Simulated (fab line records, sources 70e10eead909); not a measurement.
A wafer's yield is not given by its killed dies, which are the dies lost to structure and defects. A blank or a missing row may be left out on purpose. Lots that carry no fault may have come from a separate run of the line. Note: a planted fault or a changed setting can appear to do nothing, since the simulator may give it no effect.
Problem report, 8D (eight disciplines) form, completed by code    flow nandHarc    the parts of the form that need people (team, actions taken, sign-off) are left out

1. THE ISSUE
At NHARC_P_M2_ETCH_15, runLengthS averages 105.1 s over 9 wafers from 3 lots, while fault-free wafers read 112.6 s, standard deviation 0.38. That puts it -20 standard deviations away from the usual mean.
The step: etches the open film in C4F8/Ar, target depth 182.5 nm, time 91.2 s.
Seen first at day 9 17:27 on rieDiel-05, wafer L949.4. At this step, 36 wafers from 12 lots have a number in the record. By rule, "out" or "out of limits" means more than 4 standard deviations away from the usual mean. Any other wafer with a number is counted as sound.

2. WHAT IT IS AND WHAT IT IS NOT
question                     is                      is not
which readings at this step  runLengthS              oesProductAu, rfVppV
which lots                   L949, L950, L951        L936, L937, L938, L939, L940, L941, L942, L956, L958
which wafers of those lots   all that have a number  -
read on which tools          rieDiel-05              rieDiel-02, rieDiel-09
when                         from day 9 17:27        up to then (21 sound wafers); but 6 sound wafers of L956, L958 came after

3. THE SUSPECTS, EACH WITH WHAT RULES IT OUT
Counting: a tool at a process step up to the reading stays a suspect if it ran every lot that is out and no sound lot after the first of them.
- rieDiel-05 at NHARC_P_M2_ETCH_15 (etches the open film in C4F8/Ar, target depth 182.5 nm, time 91.2 s): kept. Every lot that is out went through it, starting with L949 (day 9 17:27), and after that it ran no sound lot; the last sound lot it ran before then is L942 (day 7 09:41). Its own readings are out on those wafers: runLengthS.
Remaining after the count: rieDiel-05 at NHARC_P_M2_ETCH_15.

4. THE CAUSE (what the simulator had put in)
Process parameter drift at NHARC_P_M2_ETCH_15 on rieDiel-05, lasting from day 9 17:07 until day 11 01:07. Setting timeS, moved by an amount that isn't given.
This tool alone remained once counting was done.

5. SEQUENCE OF EFFECTS, ordered by route
Each row: a reading where the mean over the struck wafers with a number is more than 3 standard deviations away from the usual. Readings are gone through only where the record gives a usual standard deviation; hours: the median, over the lots, of the time from a lot's start at the first step in this table giving one to that lot's start at this step; sigmas: the change measured in usual standard deviations.
hours  step                reading     usual    on struck wafers  change  sigmas
0      NHARC_P_M2_ETCH_15  runLengthS  112.6 s  105.1             -7.5    -20
The process steps in it:
- NHARC_P_M2_ETCH_15: etches the open film in C4F8/Ar, target depth 182.5 nm, time 91.2 s.
Later measuring or inspecting steps at which every struck wafer that the step has a row for has a number for every such reading, and none has moved that far: NHARC_P_M2_THK_MEAS_24, NHARC_END_SORT_01.

6. WHAT WOULD HAVE CAUGHT IT SOONER
In this record no reading fell out of limits until day 9 17:27, 0 hours after the fault had begun at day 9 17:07.
